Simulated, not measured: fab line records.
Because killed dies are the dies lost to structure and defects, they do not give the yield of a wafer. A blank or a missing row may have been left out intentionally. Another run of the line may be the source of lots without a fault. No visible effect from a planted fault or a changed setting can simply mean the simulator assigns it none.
Split-lot experiment / flow n5_finfet / 39 wafers read from 7 lots, route of 1938 steps

## ON THE SPLIT
At N5_DUMMY_GATE_ETCH_31 (etches SiO2 in C4F6/O2, target depth 82.5 nm, time 27.5 s), the setting target_depth_a was moved away from the recipe's 825 angstrom on 12 of the 39 wafers read, by -12.5% to +5.6%. All remaining wafers had this setting at the recipe value.

The split's own step is where the reading is taken.

## THE READING
SOC_of_DUMMY_GATE_COAT_34.thk_nm (the simulator's own value, which no gauge read), in nm, at N5_DUMMY_GATE_ETCH_31 (etches SiO2 in C4F6/O2, target depth 82.5 nm, time 27.5 s). The file gives no usual value for it. The 27 wafers here that ran the recipe average 51.7 nm, standard deviation 0.15 nm.

wafer=L079.1; tool, chamber at the split=rie_diel-06, 3; target_depth_a as run, angstrom=825; against the recipe=recipe; SOC_of_DUMMY_GATE_COAT_34.thk_nm, nm=51.6; against lot-mates on the recipe=-
wafer=L079.2; tool, chamber at the split=rie_diel-06, 2; target_depth_a as run, angstrom=781.5; against the recipe=-5.3%; SOC_of_DUMMY_GATE_COAT_34.thk_nm, nm=52.2; against lot-mates on the recipe=+0.5
wafer=L079.3; tool, chamber at the split=rie_diel-06, 1; target_depth_a as run, angstrom=781.5; against the recipe=-5.3%; SOC_of_DUMMY_GATE_COAT_34.thk_nm, nm=52; against lot-mates on the recipe=+0.3
wafer=L079.4; tool, chamber at the split=rie_diel-06, 3; target_depth_a as run, angstrom=781.5; against the recipe=-5.3%; SOC_of_DUMMY_GATE_COAT_34.thk_nm, nm=52; against lot-mates on the recipe=+0.3
wafer=L079.5; tool, chamber at the split=rie_diel-06, 2; target_depth_a as run, angstrom=825; against the recipe=recipe; SOC_of_DUMMY_GATE_COAT_34.thk_nm, nm=51.8; against lot-mates on the recipe=-
wafer=L079.6; tool, chamber at the split=rie_diel-06, 1; target_depth_a as run, angstrom=825; against the recipe=recipe; SOC_of_DUMMY_GATE_COAT_34.thk_nm, nm=51.8; against lot-mates on the recipe=-
wafer=L085.1; tool, chamber at the split=rie_diel-01, 1; target_depth_a as run, angstrom=825; against the recipe=recipe; SOC_of_DUMMY_GATE_COAT_34.thk_nm, nm=52; against lot-mates on the recipe=-
wafer=L085.4; tool, chamber at the split=rie_diel-01, 2; target_depth_a as run, angstrom=825; against the recipe=recipe; SOC_of_DUMMY_GATE_COAT_34.thk_nm, nm=52; against lot-mates on the recipe=-
wafer=L085.6; tool, chamber at the split=rie_diel-01, 1; target_depth_a as run, angstrom=825; against the recipe=recipe; SOC_of_DUMMY_GATE_COAT_34.thk_nm, nm=51.8; against lot-mates on the recipe=-
wafer=L090.1; tool, chamber at the split=rie_diel-04, 2; target_depth_a as run, angstrom=825; against the recipe=recipe; SOC_of_DUMMY_GATE_COAT_34.thk_nm, nm=51.6; against lot-mates on the recipe=-
wafer=L090.2; tool, chamber at the split=rie_diel-04, 0; target_depth_a as run, angstrom=825; against the recipe=recipe; SOC_of_DUMMY_GATE_COAT_34.thk_nm, nm=51.6; against lot-mates on the recipe=-
wafer=L090.3; tool, chamber at the split=rie_diel-04, 3; target_depth_a as run, angstrom=825; against the recipe=recipe; SOC_of_DUMMY_GATE_COAT_34.thk_nm, nm=51.8; against lot-mates on the recipe=-
wafer=L090.4; tool, chamber at the split=rie_diel-04, 1; target_depth_a as run, angstrom=825; against the recipe=recipe; SOC_of_DUMMY_GATE_COAT_34.thk_nm, nm=51.6; against lot-mates on the recipe=-
wafer=L090.5; tool, chamber at the split=rie_diel-04, 3; target_depth_a as run, angstrom=825; against the recipe=recipe; SOC_of_DUMMY_GATE_COAT_34.thk_nm, nm=51.6; against lot-mates on the recipe=-
wafer=L090.6; tool, chamber at the split=rie_diel-04, 0; target_depth_a as run, angstrom=825; against the recipe=recipe; SOC_of_DUMMY_GATE_COAT_34.thk_nm, nm=51.4; against lot-mates on the recipe=-
wafer=L093.1; tool, chamber at the split=rie_diel-01, 2; target_depth_a as run, angstrom=825; against the recipe=recipe; SOC_of_DUMMY_GATE_COAT_34.thk_nm, nm=51.8; against lot-mates on the recipe=-
wafer=L093.2; tool, chamber at the split=rie_diel-01, 1; target_depth_a as run, angstrom=825; against the recipe=recipe; SOC_of_DUMMY_GATE_COAT_34.thk_nm, nm=51.8; against lot-mates on the recipe=-
wafer=L093.3; tool, chamber at the split=rie_diel-01, 0; target_depth_a as run, angstrom=780.5; against the recipe=-5.4%; SOC_of_DUMMY_GATE_COAT_34.thk_nm, nm=52.4; against lot-mates on the recipe=+0.5
wafer=L093.4; tool, chamber at the split=rie_diel-01, 0; target_depth_a as run, angstrom=825; against the recipe=recipe; SOC_of_DUMMY_GATE_COAT_34.thk_nm, nm=52; against lot-mates on the recipe=-
wafer=L093.5; tool, chamber at the split=rie_diel-01, 2; target_depth_a as run, angstrom=780.5; against the recipe=-5.4%; SOC_of_DUMMY_GATE_COAT_34.thk_nm, nm=52.2; against lot-mates on the recipe=+0.3
wafer=L093.6; tool, chamber at the split=rie_diel-01, 1; target_depth_a as run, angstrom=780.5; against the recipe=-5.4%; SOC_of_DUMMY_GATE_COAT_34.thk_nm, nm=52.4; against lot-mates on the recipe=+0.5
wafer=L094.1; tool, chamber at the split=rie_diel-04, 1; target_depth_a as run, angstrom=721.6; against the recipe=-12.5%; SOC_of_DUMMY_GATE_COAT_34.thk_nm, nm=52.6; against lot-mates on the recipe=+0.9
wafer=L094.2; tool, chamber at the split=rie_diel-04, 0; target_depth_a as run, angstrom=721.6; against the recipe=-12.5%; SOC_of_DUMMY_GATE_COAT_34.thk_nm, nm=52.6; against lot-mates on the recipe=+0.9
wafer=L094.3; tool, chamber at the split=rie_diel-04, 3; target_depth_a as run, angstrom=825; against the recipe=recipe; SOC_of_DUMMY_GATE_COAT_34.thk_nm, nm=51.6; against lot-mates on the recipe=-
wafer=L094.4; tool, chamber at the split=rie_diel-04, 2; target_depth_a as run, angstrom=825; against the recipe=recipe; SOC_of_DUMMY_GATE_COAT_34.thk_nm, nm=51.8; against lot-mates on the recipe=-
wafer=L094.5; tool, chamber at the split=rie_diel-04, 1; target_depth_a as run, angstrom=825; against the recipe=recipe; SOC_of_DUMMY_GATE_COAT_34.thk_nm, nm=51.8; against lot-mates on the recipe=-
wafer=L094.6; tool, chamber at the split=rie_diel-04, 2; target_depth_a as run, angstrom=721.6; against the recipe=-12.5%; SOC_of_DUMMY_GATE_COAT_34.thk_nm, nm=52.8; against lot-mates on the recipe=+1.1
wafer=L096.1; tool, chamber at the split=rie_diel-06, 3; target_depth_a as run, angstrom=825; against the recipe=recipe; SOC_of_DUMMY_GATE_COAT_34.thk_nm, nm=51.8; against lot-mates on the recipe=-
wafer=L096.2; tool, chamber at the split=rie_diel-06, 2; target_depth_a as run, angstrom=871.3; against the recipe=+5.6%; SOC_of_DUMMY_GATE_COAT_34.thk_nm, nm=51.2; against lot-mates on the recipe=-0.6
wafer=L096.3; tool, chamber at the split=rie_diel-06, 1; target_depth_a as run, angstrom=871.3; against the recipe=+5.6%; SOC_of_DUMMY_GATE_COAT_34.thk_nm, nm=51.4; against lot-mates on the recipe=-0.4
wafer=L096.4; tool, chamber at the split=rie_diel-06, 0; target_depth_a as run, angstrom=871.3; against the recipe=+5.6%; SOC_of_DUMMY_GATE_COAT_34.thk_nm, nm=51; against lot-mates on the recipe=-0.8
wafer=L096.5; tool, chamber at the split=rie_diel-06, 3; target_depth_a as run, angstrom=825; against the recipe=recipe; SOC_of_DUMMY_GATE_COAT_34.thk_nm, nm=52; against lot-mates on the recipe=-
wafer=L096.6; tool, chamber at the split=rie_diel-06, 0; target_depth_a as run, angstrom=825; against the recipe=recipe; SOC_of_DUMMY_GATE_COAT_34.thk_nm, nm=51.6; against lot-mates on the recipe=-
wafer=L097.1; tool, chamber at the split=rie_diel-01, 1; target_depth_a as run, angstrom=825; against the recipe=recipe; SOC_of_DUMMY_GATE_COAT_34.thk_nm, nm=51.6; against lot-mates on the recipe=-
wafer=L097.2; tool, chamber at the split=rie_diel-01, 2; target_depth_a as run, angstrom=825; against the recipe=recipe; SOC_of_DUMMY_GATE_COAT_34.thk_nm, nm=51.8; against lot-mates on the recipe=-
wafer=L097.3; tool, chamber at the split=rie_diel-01, 3; target_depth_a as run, angstrom=825; against the recipe=recipe; SOC_of_DUMMY_GATE_COAT_34.thk_nm, nm=51.6; against lot-mates on the recipe=-
wafer=L097.4; tool, chamber at the split=rie_diel-01, 0; target_depth_a as run, angstrom=825; against the recipe=recipe; SOC_of_DUMMY_GATE_COAT_34.thk_nm, nm=51.8; against lot-mates on the recipe=-
wafer=L097.5; tool, chamber at the split=rie_diel-01, 0; target_depth_a as run, angstrom=825; against the recipe=recipe; SOC_of_DUMMY_GATE_COAT_34.thk_nm, nm=51.6; against lot-mates on the recipe=-
wafer=L097.6; tool, chamber at the split=rie_diel-01, 1; target_depth_a as run, angstrom=825; against the recipe=recipe; SOC_of_DUMMY_GATE_COAT_34.thk_nm, nm=51.8; against lot-mates on the recipe=-

FIT RESULTS
A straight line over all 39 wafers: SOC_of_DUMMY_GATE_COAT_34.thk_nm changes by -0.0803 nm for each +1% of target_depth_a; r = -0.91; the points scatter about the line by 0.16 nm.
The same after taking each lot's own level away (the mean of its wafers on the recipe; 39 wafers): -0.0803 nm for each +1%; r = -0.94; scatter 0.13 nm.
The reading moves by 1 nm for the largest change in target_depth_a, on that fit.
Measured against the standard deviation above, the lots' own levels, which go from 51.60 to 51.93 nm, span 2.2 times it.
The two slopes are in agreement: the lot-to-lot level therefore moves the slope only a little.
Check: +1.02 nm against its lot-mates is what the line predicts for one of the wafers moved furthest among these (-12.5%) when that wafer is left out of the fit. It came out at +0.867 nm against them.

## THE OTHER SPLITS THESE WAFERS WENT THROUGH
These wafers also went through other splits before the reading. Each is held against what the fit with the lots' levels taken away leaves over:
other split on the same wafers=N5_DUMMY_GATE_HM_DEP_06 time_s; wafers away from the commonest value=30; r with SOC_of_DUMMY_GATE_COAT_34.thk_nm (lot level and that fit taken away)=+0.07

## THE WHOLE CHAIN: every reading that the file lists as answering this split, in the file's order
step=N5_DUMMY_GATE_ETCH_31; what it does=etches SiO2 in C4F6/O2, target depth 82.5 nm, time 27.5 s; reading=etch.depth_nm (the simulator's own value, which no gauge read); change (the file's fit)=+0.827 nm for each +1% of the setting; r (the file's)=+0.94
step=N5_DUMMY_GATE_ETCH_31; what it does=etches SiO2 in C4F6/O2, target depth 82.5 nm, time 27.5 s; reading=SOC_of_DUMMY_GATE_COAT_34.thk_nm (the simulator's own value, which no gauge read); change (the file's fit)=-0.0788 nm for each +1% of the setting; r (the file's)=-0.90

## FILE'S OWN FIT
SOC_of_DUMMY_GATE_COAT_34.thk_nm changes by -0.0788 nm for each +1% of target_depth_a, r = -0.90.
